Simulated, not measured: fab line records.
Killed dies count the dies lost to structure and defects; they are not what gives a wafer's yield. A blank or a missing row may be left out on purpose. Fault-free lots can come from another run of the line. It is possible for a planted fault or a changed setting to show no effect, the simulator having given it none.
8D (eight disciplines) problem report, filled in by code + flow n5_finfet + the parts of the form that need people (team, actions taken, sign-off) are left out

== 1. WHAT IS WRONG ==
HK_THK at N5_HKMG_FIN_THK_MEAS_70 reads a mean of 1.121 nm on 2 wafers of 1 lot; wafers without a fault read 1.610 nm with a standard deviation of 0.024. Measured from the usual mean, that is -20 standard deviations.
The step: measures by xrf.
The first sign was on wafer L278.1 at day 8 16:33, on film_metro-01. At this step, 24 wafers from 8 lots have a number in the record. Rule for "out", or "out of limits": more than 4 standard deviations from the usual mean. Any other wafer with a number is counted as sound.

== 2. WHAT IT IS AND WHAT IT IS NOT ==
| question                    | is               | is not                                                              |
|-----------------------------|------------------|---------------------------------------------------------------------|
| which readings at this step | HK_THK           | -                                                                   |
| which lots                  | L278             | L262, L266, L267, L268, L270, L272, L281                            |
| which wafers of those lots  | L278.1, L278.4   | L278.5                                                              |
| read on which gauges        | film_metro-01    | film_metro-02                                                       |
| when                        | from day 8 16:33 | up to then (19 sound wafers); but 3 sound wafers of L281 came after |

== 3. THE SUSPECTS, EACH WITH WHAT RULES IT OUT ==
Counting: if a tool at a process step up to the reading ran every lot that is out, it stays a suspect. Sound lots after the first of them don't rule it out here, since some wafers of a struck lot are sound.
- the gauge at N5_HKMG_FIN_THK_MEAS_70 is ruled out. All the wafers that are out were read on film_metro-01, but those of them that N5_BEOL_M4_RC_MEAS_101 has rows for are out there too, on other tools.
- ald_sin-01 at N5_SDB_ALD_29 (deposits SiNx, target thk 30 nm, pulse time 1 s, ald cycles 600): kept. L278, the lot that is out, went through it at day 8 09:02; up to then, the latest sound lot through it was L266 at day 5 11:29.
- rie_diel-05 at N5_DUMMY_REMOVAL_HM_STRIP_01 (strips SiNx in CH3F/O2, stops on poly-Si, target depth 4 nm, time 6.8 s): kept. It ran the lot that is out, L278 (day 8 12:08).
- ald_hk-02 at N5_HKMG_FIN_HK_ALD_01 (deposits HfO2, target thk 1.6 nm, pulse time 3 s, purge time 3 s): kept. L278, the lot that is out, went through it at day 8 12:41; up to then, the latest sound lot through it was L266 at day 5 15:10.
- rtp_anneal-02 at N5_HKMG_FIN_HK_ANNEAL_02 (time 30 s): kept. L278, the lot that is out, went through it at day 8 12:52; up to then, the latest sound lot through it was L268 at day 6 00:55.
- Within ald_sin-01 at N5_SDB_ALD_29: the wafers that are out ran in chambers 1, 3; their sound lot-mates ran in chamber 0.
- Within rie_diel-05 at N5_DUMMY_REMOVAL_HM_STRIP_01: the wafers that are out ran in chambers 0, 3; their sound lot-mates ran in chamber 1.
Left after counting: ald_sin-01 at N5_SDB_ALD_29, rie_diel-05 at N5_DUMMY_REMOVAL_HM_STRIP_01, ald_hk-02 at N5_HKMG_FIN_HK_ALD_01, rtp_anneal-02 at N5_HKMG_FIN_HK_ANNEAL_02.

== 4. THE CAUSE (what the simulator had put in) ==
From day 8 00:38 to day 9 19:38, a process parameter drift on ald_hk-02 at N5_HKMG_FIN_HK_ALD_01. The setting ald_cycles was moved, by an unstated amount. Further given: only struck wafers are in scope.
Counting leaves 4 suspects; this tool is one of them.

== 5. THE CHAIN OF EFFECTS, in route order ==
Rows list readings where the struck wafers' mean (over those with a number) sits beyond 3 standard deviations from the usual. Scope: only readings with a usual standard deviation given in the record; hours: median across lots of the time from each lot's start at the first step in this table that gives one to its start at this step; sigmas: change in usual standard deviations.
| hours | step                    | reading            | usual        | on struck wafers | change  | sigmas      |
|-------|-------------------------|--------------------|--------------|------------------|---------|-------------|
| 0     | N5_HKMG_FIN_THK_MEAS_70 | HK_THK             | 1.610 nm     | 1.121            | -0.489  | -20         |
| 165   | N5_BEOL_M4_RC_MEAS_101  | EOT_N              | 10.48        | 9.50             | -0.98   | -9.9        |
| 165   | N5_BEOL_M4_RC_MEAS_101  | EOT_P              | 10.43        | 9.48             | -0.95   | -9.7        |
| 165   | N5_BEOL_M4_RC_MEAS_101  | IGATE_N            | 0.0139 nA/um | 0.4318           | +0.4179 | +99 or more |
| 165   | N5_BEOL_M4_RC_MEAS_101  | IGATE_P            | 0.0042 nA/um | 0.1293           | +0.1251 | +99 or more |
| 269   | N5_PASSIVATION_PROBE_49 | sort_bin_4_leakage | 0.00 %       | 91.95            | +91.95  | +99 or more |
| 269   | N5_PASSIVATION_PROBE_49 | sort_n_pass        | 1076         | 0                | -1076   | -60         |
| 269   | N5_PASSIVATION_PROBE_49 | sort_yield_pct     | 91.2 %       | 0.0              | -91.2   | -61         |
It contains these process steps:
- N5_PASSIVATION_PROBE_49

== 6. HOW IT WOULD HAVE BEEN CAUGHT EARLIER ==
In this record the first reading out of limits at a measuring or inspecting step was taken at day 8 16:33, 16 hours after the fault began at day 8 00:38.
Tool readings at N5_HKMG_FIN_HK_ALD_01 with a usual standard deviation given in the record: none out on any struck wafer, hence no alarm at a limit of 4 standard deviations on them.
Lots out: 1; all had begun N5_HKMG_FIN_HK_ALD_01 on ald_hk-02 by day 8 16:33. Tool hold at that time: it would have spared none of them.
